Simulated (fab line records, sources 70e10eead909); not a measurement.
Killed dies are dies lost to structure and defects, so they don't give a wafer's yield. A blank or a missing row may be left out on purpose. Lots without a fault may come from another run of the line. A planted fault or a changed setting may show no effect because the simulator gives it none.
Chamber matching | flow nand_harc | NHARC_A_STAIRCASE_DESCUM_219 on rie_diel-12: 4 sister chambers
The step chemistry O2, time 3 s. 4 wafers are shown with their chamber, then 12 later ones without.

WAFERS WITH THEIR CHAMBER
wafer  | chamber | showerhead_plenum_p_Torr (Torr)
L085.2 | 3       | 2.01
L086.1 | 0       | 1.86
L086.5 | 2       | 2.04
L086.6 | 1       | 1.86

WAFERS WITHOUT THEIR CHAMBER
wafer  | showerhead_plenum_p_Torr (Torr)
L089.1 | 2.01
L089.3 | 1.86
L089.6 | 2.01
L092.2 | 1.86
L092.4 | 2.04
L092.5 | 2.01
L091.1 | 1.85
L091.3 | 1.86
L091.4 | 2.04
L090.1 | 2.04
L090.2 | 1.86
L090.6 | 2.01

WHICH CHAMBER EACH WENT THROUGH
wafer  | from the rows above     | in truth
L089.1 | 3                       | 3
L089.3 | can't be placed: 0 or 1 | 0
L089.6 | 3                       | 3
L092.2 | can't be placed: 0 or 1 | 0
L092.4 | 2                       | 2
L092.5 | 3                       | 3
L091.1 | can't be placed: 0 or 1 | 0
L091.3 | can't be placed: 0 or 1 | 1
L091.4 | 2                       | 2
L090.1 | 2                       | 2
L090.2 | can't be placed: 0 or 1 | 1
L090.6 | 3                       | 3
Placed correctly: 7 of 12. Can't be placed from these rows: 5 (the true chamber is among the candidates in 5). Placed wrongly: 0.
How it was worked out, from the rows above alone: a wafer's distance from a chamber is the root of the sum, over the readings, of the square of ((its reading less the chamber's mean) divided by the reading's scatter). The wafer belongs to the nearest chamber; if the next one is less than 2 further off, it can't be placed. A chamber's mean is the mean of its shown wafers. The scatter: with one shown wafer a chamber, the root of the mean of the squares of how far each hidden wafer lies from its nearest shown one.
